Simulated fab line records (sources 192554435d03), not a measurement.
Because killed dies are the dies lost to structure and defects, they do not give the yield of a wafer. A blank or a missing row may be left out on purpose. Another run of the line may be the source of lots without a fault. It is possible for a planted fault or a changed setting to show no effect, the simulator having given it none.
Chamber matching | flow n5_finfet | 4 sister chambers for N5_BEOL_M8_CMP_52 on cmp-04
The step polishes, stops on SiCOH lowk, t overpolish 6.9 s, target thk 80 nm. 4 wafers are shown with their chamber, then 10 later ones without.

== WAFERS PAIRED WITH THEIR CHAMBERS ==
wafer  | chamber | motor_current_A (A)
L087.3 | 0       | 5.3
L087.5 | 3       | 6.7
L084.2 | 1       | 5.0
L084.4 | 2       | 5.1

== WAFERS WITHOUT THEIR CHAMBER ==
wafer  | motor_current_A (A)
L084.6 | 5.3
L089.2 | 6.3
L089.3 | 5.4
L089.5 | 5.3
L090.3 | 5.0
L090.4 | 5.1
L090.5 | 5.0
L096.1 | 5.2
L096.2 | 5.4
L096.4 | 6.2

== THE CHAMBER EACH PASSED THROUGH ==
wafer  | from the rows above          | in truth
L084.6 | can't be placed: 0 or 2 or 1 | 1
L089.2 | 3                            | 3
L089.3 | can't be placed: 0 or 2 or 1 | 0
L089.5 | can't be placed: 0 or 2 or 1 | 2
L090.3 | can't be placed: 1 or 2 or 0 | 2
L090.4 | can't be placed: 2 or 1 or 0 | 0
L090.5 | can't be placed: 1 or 2 or 0 | 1
L096.1 | can't be placed: 0 or 2 or 1 | 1
L096.2 | can't be placed: 0 or 2 or 1 | 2
L096.4 | can't be placed: 3 or 0      | 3
Correctly placed: 1 of 10. Unplaceable from these rows: 9, with the true chamber sitting among the candidates in 9. Placed wrongly: 0.
How it was worked out, from the rows above alone: a wafer's distance from a chamber is the root of the sum, over the readings, of the square of ((its reading less the chamber's mean) divided by the reading's scatter). The wafer belongs to the nearest chamber; if the next one is less than 2 further off, it can't be placed. For every chamber, the mean is computed from those of its wafers that are shown. The scatter (one wafer shown for each chamber): square how far every hidden wafer sits from the nearest shown wafer, average those squares and take the square root.
